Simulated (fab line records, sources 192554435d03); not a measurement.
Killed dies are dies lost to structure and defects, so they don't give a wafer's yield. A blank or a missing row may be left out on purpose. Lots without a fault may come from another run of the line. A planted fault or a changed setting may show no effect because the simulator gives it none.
fab line records | flow n5_finfet
record lots=6 wafers=18 last_day=17
route steps=1938 shown BEOL_M11@1590 BEOL_M12@1602 PASSIVATION@1936
lots that met no fault: from a run of the same line without faults
start_h: hours from the record's first day to the start of the lot's first wafer shown | wait_h: hours since the lot's step before | " the same as in the row above | L1.1+2: a row that stands for several wafers | - no value, or no start given | * or withheld: withheld | < > ~ a bound
route shown NAME@n: a module of which the file shows steps, and the number in the route of the first | usual: mean/standard deviation of fault-free wafers | same: alike in all rows | chamber/n: place in a boat | sites: the reading at each site | _std_site: their standard deviation | _edge_site: outer sites' mean less inner sites' | radius_mm: how far each site lies from the wafer's centre | mask NAME#n: copy n | behind: the tool/chamber that last shaped the wafer | hold: why the lot was held/for how many hours/how that ended | device: the transistor (n, p or np) that didn't switch | end of line: the same wafers' tests at the end of the route | a step without rows: its recipe alone | killed: dies lost to structure and defects at the first sort, not the wafer's yield | map: a wafer's dies, x killed, . not, _ none there
set.NAME: the setting as run; set.NAME@STEP: as run at that earlier step | model.NAME: the simulator's own value behind a step, which no gauge read
lots at some steps of the route; a table a step, a row a wafer
services: from which hour (start_h, from the record's first day; less than 0 if before it) a tool's chamber was out of use, for how many hours, and why
## steps
# step N5_BEOL_M11_ALD_74
# recipe material=TaN target_thk_a=20 temp_c=275 ald_precursor_family=PDMAT ald_co_reactant=NH3 pressure_torr=3 carrier_flow_sccm=1500 pulse_time_s=2 purge_time_s=3 co_reactant_purge_time_s=2 co_reactant_pulse_time_s=3 ald_cycles=40 precursor_vessel_temp_c=75 precursor_vessel_pressure_torr=26.25 precursor_vessel_carrier_sccm=1000
# usual heater_power_w=417/27 precursor_vessel_carrier_sccm=1000/3.1
# same co_reactant_purge_time_s=2
# columns lot.wafer tool chamber start_h wait_h heater_power_w precursor_vessel_carrier_sccm
L484.3 ald_metal-03 2 225.47 0.1 425 997
L484.5 " 0 " " 414 998
L484.6 " 1 " " 412 1000
L486.1 ald_metal-04 3 239.68 0.2 435 991
L486.3 " 2 " " 360 1003
L486.4 " 0 " " 412 1000
L497.1 ald_metal-02 2 307.10 0.1 449 1004
L497.2 " 1 " " 412 999
L497.4 " 3 " " 405 1003
L498.2 ald_metal-03 2 323.03 0.0 432 998
L498.3 " 0 " " 414 1003
L498.4 " 1 " " 408 999
L502.2 ald_metal-03 3 334.75 0.1 449 1002
L502.3 " 2 " " 420 998
L502.5 " 3 " " 441 1000
L505.1 ald_metal-04 1 358.99 0.0 403 996
L505.2 " 3 " " 435 992
L505.3 " 2 " " 367 1001
# step N5_BEOL_M11_SURFACE_TREAT_76
# recipe gas=Ar time_s=* ion_energy_ev=* ion_current_ma_cm2=0.5 pressure_mtorr=* ar_flow_sccm=30
# step N5_BEOL_M11_CVD_75
# recipe material=Co target_thk_a=20 temp_c=withheld precursor=CCTBA/H2 pressure_torr=30 time_s=138.9
# step N5_BEOL_M11_SPUTTER_48
# recipe material=Cu target_thk_a=120 temp_c=-20 bias_v=60 power_w=26000 chamber_pressure_pa=0.13 time_s=2
# usual bias_v=59.9/0.6 cathode_dc_power_W=26000/4.3 throttle_valve_pct=29.9/0.89
# same time_s=2
# columns lot.wafer tool chamber start_h wait_h bias_v cathode_dc_power_W throttle_valve_pct
L484.3 pvd_sputter-03 - 225.99 0.1 60.4 25994 29.2
L484.5 " - " " 61.1 26007 30.1
L484.6 " - " " 59.3 25989 30.3
L486.1 pvd_sputter-02 - 240.23 0.2 61.0 26005 30.9
L486.3 " - " " 59.9 25995 29.4
L486.4 " - " " 60.2 26003 29.6
L497.1 pvd_sputter-03 - 307.80 0.1 59.8 25997 31.9
L497.2 " - " " 59.6 26001 29.1
L497.4 " - " " 61.5 26001 30.3
L498.2 pvd_sputter-01 - 323.51 0.1 59.7 26000 30.5
L498.3 " - " " 60.4 25997 28.2
L498.4 " - " " 59.9 26001 28.0
L502.2 pvd_sputter-02 - 335.48 0.2 59.4 26001 30.2
L502.3 " - " " 59.7 25998 29.4
L502.5 " - " " 60.5 25998 29.2
L505.1 pvd_sputter-03 - 359.47 0.1 60.4 26002 29.3
L505.2 " - " " 59.9 25995 31.8
L505.3 " - " " 59.1 25999 30.1
# step N5_BEOL_M11_ECD_50
# recipe material=Cu target_thk_a=3180
# step N5_BEOL_M11_ANNEAL_51
# recipe temp_c=225 time_s=90 ambient=N2
# usual wafer_temp_C_max=226.1/0.56
# same time_s=90
# columns lot.wafer tool chamber start_h wait_h wafer_temp_C_max
L484.3 rtp_anneal-02 0 226.84 0.7 226.3
L484.5 " 0 " " 226.7
L484.6 " 0 " " 226.0
L486.1 rtp_anneal-02 0 240.72 0.3 226.5
L486.3 " 0 " " 226.3
L486.4 " 0 " " 226.8
L497.1 rtp_anneal-01 0 308.07 0.1 225.7
L497.2 " 0 " " 225.7
L497.4 " 0 " " 225.6
L498.2 rtp_anneal-02 0 324.31 0.7 226.6
L498.3 " 0 " " 226.4
L498.4 " 0 " " 226.6
L502.2 rtp_anneal-02 0 335.94 0.3 226.3
L502.3 " 0 " " 226.9
L502.5 " 0 " " 226.5
L505.1 rtp_anneal-01 0 359.70 0.1 225.5
L505.2 " 0 " " 225.5
L505.3 " 0 " " 225.6
# step N5_BEOL_M11_CMP_52
# recipe stop_on=SiCOH_lowk t_overpolish_s=7 down_force_psi=1 platen_rpm=50 clearing_platen_down_force_psi=1.5 clearing_platen_rpm=50 post_cmp_clean=cu_alkaline target_thk_nm=140 clearing_platen_pad_velocity_m_s=0.99484 pad_velocity_m_s=0.99484
# usual barrier_field_endpoint_s=29.6/0.94 motor_current_A=6.2/0.6 overpolish_run_s=6.999/0.0098 time_to_endpoint_s=69/4.5
# columns lot.wafer tool chamber start_h wait_h barrier_field_endpoint_s motor_current_A overpolish_run_s time_to_endpoint_s
L484.3 cmp-04 1 227.08 0.2 30.3 6.5 6.998 73
L484.5 " 0 " " 30.2 6.2 6.992 74
L484.6 " 1 " " 30.2 6.5 7.000 73
L486.3 cmp-04 3 241.03 0.2 30.2 6.1 6.992 73
L486.1 " 0 " " 30.5 6.2 6.999 74
L486.4 " 2 " " 29.9 6.0 7.023 69
L497.4 cmp-02 0 308.37 0.1 30.3 6.2 6.998 71
L497.1 " 1 " " 28.3 5.2 6.996 65
L497.2 " 3 " " 29.0 6.3 6.995 59
L498.2 cmp-01 2 324.56 0.2 28.3 5.7 7.001 64
L498.4 " 0 " " 29.3 6.4 7.002 63
L498.3 " 1 " " 29.9 7.6 7.001 67
L502.3 cmp-02 0 336.19 0.2 29.3 5.8 7.012 70
L502.2 " 2 " " 30.5 5.9 6.988 74
L502.5 " 1 " " 28.0 5.3 6.995 60
L505.3 cmp-04 1 360.00 0.2 30.0 6.0 6.999 75
L505.1 " 2 " " 30.5 6.2 7.006 75
L505.2 " 0 " " 30.2 6.4 7.002 76
# step N5_BEOL_M11_THK_MEAS_53
# recipe thk_meas_gauge=xrf reads=Cu_of_BEOL_M11_ECD_50
# usual M11_THK=145/4.3
# columns lot.wafer tool chamber start_h wait_h M11_THK[nm]
L484.3 film_metro-02 - 227.34 - 152
L484.5 " - " " 150
L484.6 " - " " 145
L486.1 film_metro-01 - 241.33 - 142
L486.3 " - " " 143
L486.4 " - " " 144
L497.1 film_metro-01 - 308.66 - 142
L497.2 " - " " 138
L497.4 " - " " 150
L498.2 film_metro-02 - 324.86 - 146
L498.3 " - " " 145
L498.4 " - " " 135
L502.2 film_metro-02 - 336.48 - 147
L502.3 " - " " 144
L502.5 " - " " 144
L505.1 film_metro-01 - 360.29 - 143
L505.2 " - " " 138
L505.3 " - " " 144
# step N5_BEOL_M11_PRE_CLEAN_55
# recipe gas=NH3 time_s=15 temp_c=withheld rf_power_w=300
# step N5_BEOL_M11_DEP_56
# recipe material=SiCN target_thk_a=300 temp_c=withheld precursor=3MS/NH3 pressure_torr=3 rf_w=675 time_s=10.5
# usual showerhead_plenum_p_Torr=4.159/0.016 throttle_valve_pct=18.3/0.87
# same time_s=10.5
# columns lot.wafer tool chamber start_h wait_h showerhead_plenum_p_Torr throttle_valve_pct
L484.3 pecvd-01 1 227.40 0.0 4.169 19.5
L484.5 " 1 " " 4.182 19.8
L484.6 " 0 " " 4.165 18.9
L486.1 pecvd-02 1 241.39 0.0 4.164 19.1
L486.3 " 0 " " 4.165 19.3
L486.4 " 1 " " 4.160 19.1
L497.1 pecvd-03 0 308.73 0.0 4.164 17.7
L497.2 " 1 " " 4.165 18.5
L497.4 " 1 " " 4.152 18.6
L498.2 pecvd-01 1 324.92 0.0 4.183 19.9
L498.3 " 2 " " 4.180 17.4
L498.4 " 1 " " 4.174 19.5
L502.2 pecvd-02 2 336.54 0.0 4.138 17.9
L502.3 " 0 " " 4.179 19.1
L502.5 " 2 " " 4.121 18.1
L505.1 pecvd-01 2 360.35 0.0 4.171 17.4
L505.2 " 1 " " 4.181 19.4
L505.3 " 0 " " 4.161 18.7
# step N5_BEOL_M11_RS_MEAS_57
# recipe thk_meas_gauge=four-point-probe reads=Cu_of_BEOL_M11_ECD_50+Co_of_BEOL_M11_CVD_75+TaN_of_BEOL_M11_ALD_74
# usual M11_RS=0.149/0.0045
# columns lot.wafer tool chamber start_h wait_h M11_RS[ohm/sq]
L484.3 film_metro-01 - 227.47 0.0 0.142
L484.5 " - " " 0.145
L484.6 " - " " 0.152
L486.1 film_metro-01 - 241.45 0.0 0.153
L486.3 " - " " 0.151
L486.4 " - " " 0.150
L497.1 film_metro-01 - 308.79 0.0 0.152
L497.2 " - " " 0.158
L497.4 " - " " 0.143
L498.2 film_metro-02 - 324.98 0.0 0.146
L498.3 " - " " 0.148
L498.4 " - " " 0.160
L502.2 film_metro-01 - 336.61 0.0 0.147
L502.3 " - " " 0.149
L502.5 " - " " 0.150
L505.1 film_metro-02 - 360.41 0.0 0.150
L505.2 " - " " 0.155
L505.3 " - " " 0.148
# step N5_BEOL_M11_INSPECT_58
# recipe inspect_instrument=darkfield mode=post_dep
# usual raw_defect_count=75/23
# columns lot.wafer tool chamber start_h wait_h raw_defect_count
L484.3 defect_inspect-02 - 227.49 0.0 75
L484.5 " - " " 44
L484.6 " - " " 61
L486.1 defect_inspect-01 - 241.48 0.0 53
L486.3 " - " " 57
L486.4 " - " " 53
L497.1 defect_inspect-01 - 308.82 0.0 92
L497.2 " - " " 90
L497.4 " - " " 67
L498.2 defect_inspect-02 - 325.01 0.0 136
L498.3 " - " " 102
L498.4 " - " " 109
L502.2 defect_inspect-01 - 336.63 0.0 59
L502.3 " - " " 108
L502.5 " - " " 67
L505.1 defect_inspect-01 - 360.44 0.0 53
L505.2 " - " " 47
L505.3 " - " " 37
# step N5_BEOL_M12_ILD_DEP_00
# recipe material=SiOC target_thk_a=6589.2 temp_c=350 precursor=DEMS/O2 pressure_torr=5 rf_w=500 time_s=130.7
# usual heater_power_w=449/64 showerhead_plenum_p_Torr=5.696/0.013 susceptor_temp_C=349.99/0.19 throttle_valve_pct=12.0/0.65
# same time_s=130.7
# columns lot.wafer tool chamber start_h wait_h heater_power_w showerhead_plenum_p_Torr susceptor_temp_C throttle_valve_pct
L484.3 pecvd-03 1 227.53 0.0 409 5.697 350.14 11.9
L484.5 " 0 " " 397 5.689 350.20 11.7
L484.6 " 1 " " 327 5.689 349.89 12.2
L486.1 pecvd-04 1 241.51 0.0 510 5.687 350.05 11.9
L486.3 " 2 " " 498 5.739 350.00 11.3
L486.4 " 2 " " 524 5.712 349.83 11.4
L497.1 pecvd-03 0 308.85 0.0 417 5.701 343.59 11.7
L497.2 " 2 " " 376 5.695 343.90 10.9
L497.4 " 0 " " 339 5.692 343.56 11.6
L498.2 pecvd-03 1 325.05 0.0 330 5.676 343.90 12.1
L498.3 " 0 " " 418 5.713 343.56 12.0
L498.4 " 2 " " 373 5.693 343.51 11.1
L502.2 pecvd-04 1 336.67 0.0 502 5.694 350.37 12.3
L502.3 " 2 " " 465 5.725 350.05 11.5
L502.5 " 1 " " 534 5.699 349.83 12.0
L505.1 pecvd-04 0 360.48 0.0 518 5.694 349.84 12.9
L505.2 " 1 " " 452 5.692 350.06 12.1
L505.3 " 2 " " 535 5.716 349.80 11.8
# step N5_BEOL_M12_THK_MEAS_01
# recipe reads=SiOC_of_BEOL_M12_ILD_DEP_00
# usual M12_ILD_THK=659/8
# columns lot.wafer tool chamber start_h wait_h M12_ILD_THK[nm]
L484.3 film_metro-01 - 227.66 0.1 651
L484.5 " - " " 661
L484.6 " - " " 664
L486.1 film_metro-01 - 241.64 0.1 647
L486.3 " - " " 658
L486.4 " - " " 658
L497.1 film_metro-01 - 308.98 0.1 672
L497.2 " - " " 672
L497.4 " - " " 683
L498.2 film_metro-02 - 325.18 0.1 661
L498.3 " - " " 661
L498.4 " - " " 666
L502.2 film_metro-02 - 336.80 0.1 649
L502.3 " - " " 642
L502.5 " - " " 656
L505.1 film_metro-02 - 360.61 0.1 639
L505.2 " - " " 647
L505.3 " - " " 641
# step N5_PASSIVATION_PROBE_49
# usual defect_limited_yield=91.3/1.5 killed_at_M0_to_M3=33/12 killed_at_M4_up=15/5.2 killed_at_contacts=12/5.1 killed_at_front_end=39/11 killed_at_other=5/3.6 killed_dies=103/18 killed_open=67/13 killed_short=33/7.8 sort_bin_5_function=5.1/0.96 sort_bin_6_memory=3.2/0.71 sort_n_pass=1077/18 sort_yield_pct=91.3/1.5
# same gross_dies=1180 killed_at_back_side=0 sort_bin_4_leakage[%]=0 sort_bin_8_speed[%]=0
# columns lot.wafer tool chamber start_h wait_h defect_limited_yield[%] killed_at_M0_to_M3 killed_at_M4_up killed_at_contacts killed_at_front_end killed_at_other killed_dies killed_open killed_short sort_bin_5_function[%] sort_bin_6_memory[%] sort_n_pass sort_yield_pct[%]
L484.3 prober-02 - 261.31 0.1 91.2 41 13 11 36 3 104 67 36 4.7 4.0 1076 91.2
L484.5 prober-02 - 261.41 0.2 93.8 29 7 8 29 0 73 44 29 2.9 3.0 1107 93.8
L484.6 prober-02 - 261.46 0.3 91.9 37 19 12 24 3 95 68 27 4.3 3.5 1085 91.9
L486.3 prober-01 - 278.79 0.1 92.1 30 16 15 29 3 93 58 33 3.6 3.9 1087 92.1
# killed by level:class
L484.3 BEOL_M3:geometric_particle:open=13 MOL_CONTACT_COAG:geometric_particle:open=9 FIN_SAQP:geometric_particle:short=7 BEOL_M0_SAQP:geometric_particle:short=7 BEOL_M1:geometric_particle:open=7 BEOL_M4:geometric_particle:open=7 STI_FIN_REVEAL:geometric_particle:open=6 FIN_SAQP:geometric_particle:open=5
L484.5 BEOL_M2:geometric_particle:open=8 DUMMY_GATE:geometric_particle:open=5 BEOL_M3:geometric_particle:open=5 FIN_SAQP:geometric_particle:short=4 GATE_CUT:geometric_particle:short=4 MOL_CONTACT_COAG:geometric_particle:short=4 MOL_CONTACT_COAG:geometric_particle:open=4 FIN_SAQP:geometric_particle:open=3
L484.6 BEOL_M4:geometric_particle:open=11 MOL_CONTACT_COAG:geometric_particle:open=9 BEOL_M0:geometric_particle:open=9 BEOL_M2:geometric_particle:open=8 STI_FIN_REVEAL:geometric_particle:open=6 DUMMY_GATE:geometric_particle:open=6 BEOL_M3:geometric_particle:open=6 BEOL_M5:geometric_particle:open=4
L486.3 MOL_CONTACT_COAG:geometric_particle:open=11 BEOL_M0_SAQP:geometric_particle:open=7 FIN_SAQP:geometric_particle:open=6 FIN_SAQP:geometric_particle:short=6 BEOL_M0_SAQP:geometric_particle:short=6 BEOL_M4:geometric_particle:open=6 BEOL_M2:geometric_particle:open=5 BEOL_M3:geometric_particle:open=5
## services
# columns tool chamber start_h hours kind
cmp-02 - 206.20 2.5 repair
ald_metal-02 - 230.35 14.6 pm
pecvd-01 1 246.46 25.7 repair
ald_metal-02 - 247.86 6.0 pm
cmp-01 - 248.37 4.8 pm
pecvd-03 - 250.52 2.8 pm
ald_metal-04 0 251.33 5.2 repair
ald_metal-02 - 254.19 0.4 repair
cmp-02 - 255.23 2.4 repair
cmp-02 - 259.41 8.9 repair
ald_metal-02 - 271.66 0.2 repair
rtp_anneal-01 - 275.01 1.8 pm
cmp-01 - 277.89 4.0 pm
cmp-04 - 278.83 0.6 repair
cmp-02 - 280.10 1.0 repair
cmp-02 - 284.72 8.9 pm
cmp-04 - 288.10 4.0 pm
cmp-02 - 295.37 4.2 pm
pecvd-04 - 299.98 0.4 repair
pvd_sputter-01 - 301.73 2.1 repair
pvd_sputter-01 - 310.66 1.0 repair
pvd_sputter-01 - 328.15 1.8 repair
ald_metal-02 - 337.32 14.0 pm
cmp-02 - 345.09 6.3 repair
## key
first_sign step=N5_BEOL_M12_ILD_DEP_00 reading=susceptor_temp_C direction=down sigmas=33 usual=* struck=*
effect none on later readings
met_at N5_BEOL_M12_ILD_DEP_00
struck_wafers L497.1,L497.2,L497.4,L498.2,L498.3,L498.4
baseline_loss step=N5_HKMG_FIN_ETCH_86 wafers=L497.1
onset_between 227.53 308.85
fault kind=process_parameter_drift tool=pecvd-03 chamber=- onset_h=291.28 steps=N5_BEOL_M12_ILD_DEP_00 channel=temp_c offset=* shape=step end_h=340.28 acts_in=* stated=*
# baseline_loss: these wafers lose ten dies or more at that step, a loss of the line's own and not of a fault; the sort's usual values leave them out
